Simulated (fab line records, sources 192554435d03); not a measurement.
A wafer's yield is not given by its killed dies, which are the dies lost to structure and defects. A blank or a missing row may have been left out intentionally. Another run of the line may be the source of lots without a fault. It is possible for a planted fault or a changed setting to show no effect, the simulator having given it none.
Chamber matching ; flow n5 finfet ; N5_BEOL_M4_DESCUM_16 on rie diel-04 has 3 sister chambers
The step chemistry O2, time 7 s. 16 wafers are shown with their chamber, then 6 later ones without.

## WAFERS WITH THEIR CHAMBER
wafer;chamber;drypump motor current A (A);showerhead plenum p Torr (Torr);throttle valve pct (%)
L078.3;3;6.1;2.05;19.97
L078.4;2;5.3;2.04;20.53
L078.6;3;6.1;2.05;19.96
L080.1;2;5.3;2.04;20.55
L080.2;0;5.6;2.23;20.46
L080.3;3;6.1;2.04;19.96
L082.2;3;6.1;2.04;19.97
L082.3;0;5.6;2.22;20.49
L082.6;3;6.1;2.04;19.97
L086.2;0;5.6;2.22;20.50
L086.4;3;6.0;2.04;19.98
L086.6;2;5.3;2.03;20.57
L088.1;0;5.6;2.22;20.52
L088.2;2;5.3;2.03;20.58
L088.3;3;6.1;2.04;20.00
L087.1;3;6.1;2.04;19.98

SIGNATURES, as means of the wafers listed above
reading;chamber 0;chamber 2;chamber 3;scatter within a chamber
drypump motor current A;5.600;5.300;6.087;0.0259
showerhead plenum p Torr;2.2225;2.0350;2.0425;0.005
throttle valve pct;20.4925;20.5575;19.9737;0.0187
Rule: distance of a wafer from a chamber = root of the sum over the readings of ((wafer's reading minus chamber's mean) / reading's scatter) squared. If the next closest chamber is less than 2 further off than the closest, the wafer can't be placed; otherwise it belongs to the closest. The scatter: take each reading less its chamber's mean, square it, sum over the shown wafers, divide by the number of wafers less the number of chambers, and take the root.

## WAFERS WITH NO CHAMBER GIVEN
wafer;drypump motor current A (A);showerhead plenum p Torr (Torr);throttle valve pct (%)
L087.3;5.6;2.22;20.51
L089.3;5.5;2.22;20.50
L089.4;6.1;2.04;19.97
L094.1;5.3;2.03;20.14
L094.2;6.0;2.03;20.02
L094.3;5.6;2.21;20.53

## WHICH CHAMBER EACH ONE RAN IN
wafer;from the rows above;in truth
L087.3;0;0
L089.3;0;0
L089.4;3;3
L094.1;2;2
L094.2;3;3
L094.3;0;0
Correctly placed: 6 of 6. Not placeable from these rows: 0. Placed wrongly: 0.
